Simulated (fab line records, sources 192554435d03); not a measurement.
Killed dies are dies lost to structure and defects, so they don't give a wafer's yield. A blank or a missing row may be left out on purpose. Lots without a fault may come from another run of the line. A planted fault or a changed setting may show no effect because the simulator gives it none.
fab line records | flow n5_finfet
record lots=4 wafers=12 last_day=17
route steps=1938 shown BEOL_M2@919 BEOL_M3@931 BEOL_M4@1111 PASSIVATION@1936
lots that met no fault: from a run of the same line without faults
start_h: hours from the record's first day to the start of the lot's first wafer shown | wait_h: hours since the lot's step before | " the same as in the row above | L1.1+2: a row that stands for several wafers | - no value, or no start given | * or withheld: withheld | < > ~ a bound
route shown NAME@n: a module of which the file shows steps, and the number in the route of the first | usual: mean/standard deviation of fault-free wafers | same: alike in all rows | chamber/n: place in a boat | sites: the reading at each site | _std_site: their standard deviation | _edge_site: outer sites' mean less inner sites' | radius_mm: how far each site lies from the wafer's centre | mask NAME#n: copy n | behind: the tool/chamber that last shaped the wafer | hold: why the lot was held/for how many hours/how that ended | device: the transistor (n, p or np) that didn't switch | end of line: the same wafers' tests at the end of the route | a step without rows: its recipe alone | killed: dies lost to structure and defects at the first sort, not the wafer's yield | map: a wafer's dies, x killed, . not, _ none there
set.NAME: the setting as run; set.NAME@STEP: as run at that earlier step | model.NAME: the simulator's own value behind a step, which no gauge read
lots at some steps of the route; a table a step, a row a wafer
services: from which hour (start_h, from the record's first day; less than 0 if before it) a tool's chamber was out of use, for how many hours, and why
## steps
# step N5_BEOL_M2_ANNEAL_95
# recipe temp_c=400 time_s=240 ambient=vacuum
# step N5_BEOL_M2_SPUTTER_96
# recipe material=Cu target_thk_a=45 temp_c=-20 chamber_pressure_pa=0.07 power_w=withheld time_s=8.29
# step N5_BEOL_M2_ECD_50
# recipe material=Cu target_thk_a=3000
# step N5_BEOL_M2_ANNEAL_51
# recipe temp_c=225 time_s=90 ambient=N2
# step N5_BEOL_M2_CMP_52
# recipe stop_on=SiOC t_overpolish_s=6.8 down_force_psi=1 platen_rpm=50 clearing_platen_down_force_psi=1.5 clearing_platen_rpm=50 post_cmp_clean=cu_alkaline target_thk_nm=40 clearing_platen_pad_velocity_m_s=0.99484 pad_velocity_m_s=0.99484
# step N5_BEOL_M2_PRE_CLEAN_60
# recipe gas=NH3/H2 time_s=15 temp_c=* rf_power_w=300
# step N5_BEOL_M2_CO_CAP_55
# recipe material=Co target_thk_a=20 temp_c=200 precursor=CCTBA/H2 pressure_torr=30 time_s=102.1
# step N5_BEOL_M2_PRE_CLEAN_56
# recipe gas=NH3 time_s=15 temp_c=withheld rf_power_w=300
# step N5_BEOL_M2_DEP_57
# recipe material=SiCN target_thk_a=80 temp_c=withheld precursor=3MS/NH3 pressure_torr=3 rf_w=202 time_s=14
# step N5_BEOL_M3_ILD_DEP_00
# recipe material=SiOC target_thk_a=790 temp_c=350 precursor=DEMS/O2 pressure_torr=5 rf_w=500 time_s=15.3
# usual heater_power_w=524/89 showerhead_plenum_p_Torr=5.700/0.011 throttle_valve_pct=11.9/0.68
# columns lot.wafer tool chamber start_h wait_h heater_power_w showerhead_plenum_p_Torr throttle_valve_pct model.SiOC_of_BEOL_M3_ILD_DEP_00.thk_nm
L162.2 pecvd-04 0 150.20 0.0 505 5.706 13.0 77.4
L162.3 " 2 " " 509 5.719 12.0 78.4
L162.5 " 0 " " 523 5.710 13.0 78.4
L170.3 pecvd-04 1 198.06 0.0 572 5.685 12.3 78.4
L170.4 " 2 " " 441 5.706 12.0 79.6
L170.6 " 0 " " 535 5.705 13.1 72.6
L171.1 pecvd-04 0 215.83 0.0 528 5.702 12.8 70.2
L171.2 " 2 " " 465 5.703 11.8 77.8
L171.3 " 1 " " 586 5.680 12.5 77.6
L181.1 pecvd-02 0 276.21 0.0 593 5.690 12.0 77.6
L181.2 " 2 " " 600 5.697 11.0 77.2
L181.4 " 1 " " 363 5.708 11.4 78.2
# step N5_BEOL_M3_THK_MEAS_01
# recipe reads=SiOC_of_BEOL_M3_ILD_DEP_00
# usual M3_ILD_THK=78.6/1
# columns lot.wafer tool chamber start_h wait_h M3_ILD_THK[nm]
L162.2 film_metro-01 - 150.27 0.1 77.5
L162.3 " - " " 78.4
L162.5 " - " " 78.5
L170.3 film_metro-01 - 198.13 0.1 78.5
L170.4 " - " " 79.5
L170.6 " - " " 72.7
L171.1 film_metro-01 - 215.90 0.0 70.1
L171.2 " - " " 77.9
L171.3 " - " " 77.5
L181.1 film_metro-02 - 276.27 0.0 77.6
L181.2 " - " " 77.3
L181.4 " - " " 78.3
# step N5_BEOL_M3_PECVD_72
# recipe material=SiO2 target_thk_a=160 temp_c=400 precursor=TEOS/O2 pressure_torr=5.5 rf_w=450 teos_flow_sccm=53.8 gas=O2 flow_sccm=3000 time_s=18
# step N5_BEOL_M3_HM_DEP_02
# recipe material=TiN target_thk_a=200 temp_c=25 chamber_pressure_pa=0.49996
# step N5_BEOL_M3_COAT_61
# recipe resist=SOC temp_c=250 time_s=60 spin_rpm=1500 resist_thk_nm=60
# step N5_BEOL_M3_COAT_62
# recipe resist=SiARC temp_c=220 time_s=60 spin_rpm=1500 resist_thk_nm=12
# step N5_BEOL_M3_COAT_73
# recipe resist=underlayer temp_c=205 time_s=60 spin_rpm=1500 resist_thk_nm=5
# step N5_BEOL_M3_COAT_05
# recipe resist=CAR-EUV spin_rpm=1500 resist_thk_nm=30
# step N5_BEOL_M3_EBR_07
# recipe solvent=PGMEA ebr_width_mm=1.5
# step N5_BEOL_M3_SOFTBAKE_06
# recipe temp_c=110 time_s=60 resist=CAR-EUV
# step N5_BEOL_M3_EXPOSE_08
# recipe mask_id=M3 na=0.33 source_shape=dipole sigma_inner=0.369 sigma_outer=0.767 polarization=unpolarized dose_mj=33
# step N5_BEOL_M3_PEB_09
# recipe peb_temp_c=100 peb_time_s=60 resist=CAR-EUV
# step N5_BEOL_M3_DEVELOP_10
# recipe develop_time_s=30 developer=TMAH resist=CAR-EUV rinse_liquid=surfactant_rinse dry=air_spin dev_temp_c=23
# step N5_BEOL_M3_DESCUM_16
# recipe chemistry=O2 time_s=7 source_power_w=50 bias_power_w=20 pressure_mtorr=20 rf_frequency_hz=2.712e+07 temp_c=40 resist=CAR-EUV o2_flow_sccm=225
# step N5_BEOL_M3_ETCH_74
# recipe chemistry=N2/H2 target=underlayer target_depth_a=65 mask_material=CAR-EUV time_s=5.2 ion_energy_ev=200 pressure_mtorr=30 source_w=840 bias_w=150 n2_flow_sccm=200 h2_flow_sccm=200 ends=cleared
# step N5_BEOL_M3_ETCH_63
# recipe chemistry=CF4 target=SiARC target_depth_a=156 mask_material=CAR-EUV time_s=26 ion_energy_ev=80 pressure_mtorr=40 source_w=545 bias_w=36 Ar_flow_sccm=100 cf4_flow_sccm=100 ends=cleared
# step N5_BEOL_M3_ETCH_64
# recipe chemistry=N2/H2 target=SOC target_depth_a=750 overetch_a=150 mask_material=SiARC temp_c=40 time_s=112.5 ion_energy_ev=200 pressure_mtorr=30 source_w=840 bias_w=150 n2_flow_sccm=200 h2_flow_sccm=200
# step N5_BEOL_M3_STRIP_65
# recipe chemistry=N2/H2 temp_c=40 n2_flow_sccm=200 h2_flow_sccm=200 rf_frequency_hz=6e+07
# step N5_BEOL_M3_STRIP_75
# recipe chemistry=N2/H2 temp_c=40 n2_flow_sccm=200 h2_flow_sccm=200 rf_frequency_hz=6e+07
# step N5_BEOL_M3_STRIP_66
# recipe chemistry=CF4 resist=SiARC power_w=300 bias_power_w=75 pressure_mtorr=50 cf4_flow_sccm=150 rf_frequency_hz=6e+07
# step N5_BEOL_M3_HM_OPEN_17
# recipe chemistry=Cl2/BCl3 target_depth_a=200 overetch_a=60 target=TiN mask_material=SOC ion_energy_ev=150 pressure_mtorr=10 icp_w=1000 bias_w=126 Cl2_flow_sccm=53.25 bcl3_flow_sccm=21.75 Ar_flow_sccm=25
# step N5_BEOL_M3_STRIP_19
# recipe chemistry=O2 power_w=400 temp_c=40 pressure_mtorr=30 rf_frequency_hz=6e+07 bias_power_w=0 overash_fraction=0.2 o2_flow_sccm=225
# step N5_BEOL_M3_COAT_67
# recipe resist=SOC temp_c=250 time_s=60 spin_rpm=1500 resist_thk_nm=60
# step N5_BEOL_M3_COAT_68
# recipe resist=SiARC temp_c=220 time_s=60 spin_rpm=1500 resist_thk_nm=12
# step N5_BEOL_M3_COAT_76
# recipe resist=underlayer temp_c=205 time_s=60 spin_rpm=1500 resist_thk_nm=5
# step N5_BEOL_M3_COAT_22
# recipe resist=CAR-EUV spin_rpm=1500 resist_thk_nm=30
# step N5_BEOL_M3_CMP_52
# recipe stop_on=SiOC t_overpolish_s=6.8 down_force_psi=1 platen_rpm=50 clearing_platen_down_force_psi=1.5 clearing_platen_rpm=50 post_cmp_clean=cu_alkaline target_thk_nm=40 clearing_platen_pad_velocity_m_s=0.99484 pad_velocity_m_s=0.99484
# usual motor_current_A=6.0/0.62
# columns lot.wafer tool chamber start_h wait_h motor_current_A model.Cu_of_BEOL_M3_ECD_50.thk_nm model.SiOC_of_BEOL_M3_ILD_DEP_00.thk_nm
L162.2 cmp-02 2 159.89 0.2 4.8 37.6 74.4
L162.3 " 0 " " 5.8 41 75.4
L162.5 " 1 " " 6.8 40.4 75.4
L170.4 cmp-04 3 210.47 0.1 5.9 38.6 76.6
L170.3 " 0 " " 6.4 41.8 75.4
L170.6 " 3 " " 5.8 32.6 69.6
L171.1 cmp-04 2 221.82 0.3 5.9 30.6 67.2
L171.2 " 3 " " 5.8 35.6 74.8
L171.3 " 0 " " 6.5 39.6 74.6
L181.1 cmp-04 2 288.34 0.5 5.9 38.2 74.6
L181.4 " 3 " " 6.0 36.8 75.2
L181.2 " 0 " " 6.6 39.6 74.2
# step N5_BEOL_M4_RC_MEAS_101
# usual DIBL_N=36.4/2 DIBL_P=36.1/2.5 IOFF_N=0.16/0.037 IOFF_P=0.20/0.038 ION_N=670/13 ION_P=459/8.3 SS_N=71.6/0.69 SS_P=73.3/0.72 VT_N=250/3.4 VT_P=-251/3.1
# columns lot.wafer tool chamber start_h wait_h DIBL_N[mV/V] DIBL_P[mV/V] IOFF_N[nA/um] IOFF_P[nA/um] ION_N[uA/um] ION_P[uA/um] SS_N[mV/dec] SS_P[mV/dec] VT_N[mV] VT_P[mV]
L162.2 prober-01 0 174.82 0.2 36.5 37.0 0.17 0.21 687 465 71.8 74.3 250 -251
L162.3 " 0 " " 35.1 34.5 0.13 0.18 643 447 71.2 73.2 250 -249
L162.5 " 0 " " 38.5 39.5 0.19 0.28 653 455 71.9 74.8 249 -248
L170.3 prober-02 0 220.88 1.3 39.2 40.1 0.22 0.25 700 466 72.5 73.7 245 -249
L170.4 " 0 " " 35.1 34.6 0.12 0.16 647 444 70.7 72.2 254 -254
L170.6 " 0 " " 35.6 33.8 0.14 0.16 660 448 71.5 72.4 252 -253
L171.1 prober-01 0 231.20 0.0 33.4 33.0 0.13 0.15 658 450 70.7 72.4 254 -255
L171.2 " 0 " " 34.2 35.2 0.15 0.18 677 461 71.8 73.2 249 -253
L171.3 " 0 " " 36.3 37.3 0.17 0.20 656 450 72.1 74.0 248 -252
L181.1 prober-02 0 300.01 0.0 34.8 35.3 0.13 0.16 656 450 71.1 73.1 254 -258
L181.2 " 0 " " 37.0 38.6 0.18 0.20 696 472 70.9 73.8 247 -252
L181.4 " 0 " " 38.4 38.1 0.19 0.19 669 447 71.8 73.3 249 -255
# step N5_PASSIVATION_PROBE_49
# usual defect_limited_yield=91.2/1.6 killed_at_M0_to_M3=34/11 killed_at_M4_up=13/5.2 killed_at_contacts=13/6.3 killed_at_front_end=40/14 killed_at_other=3.2/2.4 killed_dies=104/19 killed_open=69/14 killed_short=32/7.5 sort_bin_5_function=5.3/1.1 sort_bin_6_memory=3.2/0.73 sort_bin_8_speed=0.01/0.038 sort_n_pass=1076/19
# same gross_dies=1180 killed_at_back_side=0 sort_bin_4_leakage[%]=0
# columns lot.wafer tool chamber start_h wait_h defect_limited_yield[%] killed_at_M0_to_M3 killed_at_M4_up killed_at_contacts killed_at_front_end killed_at_other killed_dies killed_open killed_short sort_bin_5_function[%] sort_bin_6_memory[%] sort_bin_8_speed[%] sort_n_pass
L162.2 prober-02 - 264.20 0.1 89.9 27 17 22 46 7 119 80 35 6.0 3.6 0 1061
L162.3 prober-02 - 264.25 0.1 93.1 21 11 6 40 3 81 54 23 3.7 3.1 0.25 1096
L162.5 prober-02 - 264.35 0.2 95.1 17 10 11 19 1 58 40 17 3.2 1.6 0 1122
L170.3 prober-02 - 329.00 0.1 92.6 40 7 11 27 2 87 58 28 4.8 2.4 0 1093
L170.4 prober-02 - 329.05 0.2 92.0 34 11 15 29 5 94 58 35 3.5 4.0 0 1086
L170.6 prober-02 - 329.15 0.3 89.2 44 19 15 44 5 127 83 40 7.4 3.1 0 1053
L171.1 prober-02 - 358.47 0.0 89.8 41 18 12 49 0 120 79 38 5.3 4.2 0.25 1060
L171.2 prober-02 - 358.52 0.1 92.8 23 13 18 30 1 85 61 24 3.7 3.3 0 1095
L171.3 prober-02 - 358.57 0.1 93.8 28 9 7 29 0 73 47 26 3.5 2.4 0 1107
L181.1 prober-02 - 406.43 0.0 89.6 38 15 10 52 8 123 87 33 7.4 2.8 0 1057
L181.2 prober-02 - 406.48 0.1 91.9 16 18 1 60 0 95 61 33 4.2 3.6 0 1085
L181.4 prober-02 - 406.58 0.2 90.6 33 14 12 51 1 111 75 31 5.5 3.2 0 1069
# killed by level:class
L162.2 MOL_CONTACT_COAG:geometric_particle:open=15 FIN_SAQP:geometric_particle:open=14 STI_FIN_REVEAL:geometric_particle:open=11 BEOL_M2:geometric_particle:open=8 BEOL_M4:geometric_particle:open=7 MOL_CONTACT_COAG:geometric_particle:short=6 FIN_SAQP:geometric_particle:short=5 DUMMY_GATE:geometric_particle:open=5
L162.3 FIN_SAQP:geometric_particle:open=11 FIN_SAQP:geometric_particle:short=7 STI_FIN_REVEAL:geometric_particle:open=7 MOL_CONTACT_COAG:geometric_particle:open=6 BEOL_M0_SAQP:geometric_particle:open=6 BEOL_M0:geometric_particle:open=6 BEOL_M0_SAQP:geometric_particle:short=4 STARTING-WAFER:geometric_particle:short=4
L162.5 MOL_CONTACT_COAG:geometric_particle:open=8 BEOL_M0_SAQP:geometric_particle:open=5 BEOL_M3:geometric_particle:open=4 STI_FIN_REVEAL:geometric_particle:open=3 GATE_CUT:geometric_particle:open=3 BEOL_M5:geometric_particle:open=3 BEOL_M2:geometric_particle:short=3 FIN_SAQP:geometric_particle:open=2
L170.3 BEOL_M2:geometric_particle:open=12 MOL_CONTACT_COAG:geometric_particle:open=8 BEOL_M0_SAQP:geometric_particle:open=7 GATE_CUT:geometric_particle:open=7 BEOL_M3:geometric_particle:open=6 BEOL_M0_SAQP:geometric_particle:short=5 FIN_SAQP:geometric_particle:open=4 FIN_SAQP:geometric_particle:short=4
L170.4 MOL_CONTACT_COAG:geometric_particle:open=9 BEOL_M2:geometric_particle:open=8 MOL_CONTACT_COAG:geometric_particle:short=6 BEOL_M0_SAQP:geometric_particle:open=6 FIN_SAQP:geometric_particle:open=5 FIN_SAQP:geometric_particle:short=5 DUMMY_GATE:geometric_particle:open=5 BEOL_M0_SAQP:geometric_particle:short=5
L170.6 MOL_CONTACT_COAG:geometric_particle:open=11 BEOL_M0_SAQP:geometric_particle:short=10 BEOL_M2:geometric_particle:open=10 FIN_SAQP:geometric_particle:open=9 BEOL_M0_SAQP:geometric_particle:open=8 STI_FIN_REVEAL:geometric_particle:open=7 FIN_SAQP:geometric_particle:short=6 DUMMY_GATE:geometric_particle:open=5
L171.1 STI_FIN_REVEAL:geometric_particle:open=16 BEOL_M0_SAQP:geometric_particle:open=10 MOL_CONTACT_COAG:geometric_particle:open=9 BEOL_M0_SAQP:geometric_particle:short=7 BEOL_M1:geometric_particle:open=7 FIN_SAQP:geometric_particle:short=6 BEOL_M2:geometric_particle:open=5 BEOL_M4:geometric_particle:open=5
L171.2 MOL_CONTACT_COAG:geometric_particle:open=15 BEOL_M0_SAQP:geometric_particle:short=7 DUMMY_GATE:geometric_particle:open=6 FIN_SAQP:geometric_particle:open=5 STI_FIN_REVEAL:geometric_particle:open=5 BEOL_M4:geometric_particle:open=5 BEOL_M6:geometric_particle:open=5 FIN_SAQP:geometric_particle:short=4
L171.3 BEOL_M0_SAQP:geometric_particle:short=10 BEOL_M0_SAQP:geometric_particle:open=10 STI_FIN_REVEAL:geometric_particle:open=8 MOL_CONTACT_COAG:geometric_particle:open=6 FIN_SAQP:geometric_particle:short=4 DUMMY_GATE:geometric_particle:open=4 BEOL_M3:geometric_particle:open=4 GATE_CUT:geometric_particle:short=3
L181.1 BEOL_M0_SAQP:geometric_particle:open=12 FIN_SAQP:geometric_particle:open=11 BEOL_M3:geometric_particle:open=11 GATE_CUT:geometric_particle:short=8 MOL_CONTACT_COAG:geometric_particle:open=8 DUMMY_GATE:geometric_particle:open=7 FIN_SAQP:geometric_particle:short=6 BEOL_M1:geometric_particle:open=5
L181.2 FIN_SAQP:geometric_particle:open=23 FIN_SAQP:geometric_particle:short=15 DUMMY_GATE:geometric_particle:open=5 GATE_CUT:geometric_particle:short=5 BEOL_M4:geometric_particle:open=5 BEOL_M5:geometric_particle:open=5 BEOL_M1:geometric_particle:open=3 BEOL_M2:geometric_particle:open=3
L181.4 BEOL_M3:geometric_particle:open=16 MOL_CONTACT_COAG:geometric_particle:open=11 FIN_SAQP:geometric_particle:open=9 FIN_SAQP:geometric_particle:short=9 STI_FIN_REVEAL:geometric_particle:open=7 BEOL_M4:geometric_particle:open=6 DUMMY_GATE:geometric_particle:open=5 ILD0:geometric_particle:short=5
## services
# columns tool chamber start_h hours kind
cmp-02 - 130.90 4.0 pm
cmp-02 - 134.90 - consumable_replace:conditioner
cmp-02 - 134.90 - consumable_replace:pad
pecvd-02 1 139.84 2.1 scheduled_down
cmp-02 - 171.99 2.0 repair
cmp-04 - 189.72 1.3 repair
cmp-04 - 206.44 1.8 repair
pecvd-02 - 240.84 1.9 repair
cmp-04 - 243.09 7.8 pm
pecvd-04 2 249.13 - clean
pecvd-04 2 249.13 29.5 scheduled_down
pecvd-04 2 249.13 29.5 vent_cycle
cmp-04 - 254.72 11.9 pm
cmp-02 - 271.79 4.5 repair
pecvd-04 0 278.63 2.1 scheduled_down
pecvd-04 1 284.57 2.1 scheduled_down
pecvd-04 - 285.18 6.0 pm
## key
first_sign step=N5_BEOL_M3_THK_MEAS_01 reading=M3_ILD_THK direction=down sigmas=7 usual=78.6 struck=71.4
effect none on later readings
model_effect step=N5_BEOL_M3_ILD_DEP_00 value=SiOC_of_BEOL_M3_ILD_DEP_00.thk_nm without=77.7 struck=71.4
model_effect step=N5_BEOL_M3_CMP_52 value=Cu_of_BEOL_M3_ECD_50.thk_nm without=38.1 struck=31.6
met_at N5_BEOL_M3_ILD_DEP_00
struck_wafers L170.6,L171.1
onset_between 150.20 198.06
fault kind=process_parameter_drift tool=pecvd-04 chamber=- onset_h=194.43 steps=N5_BEOL_M3_ILD_DEP_00 channel=time_s offset=* shape=step end_h=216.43 scope=struck_wafers_only acts_in=* stated=*
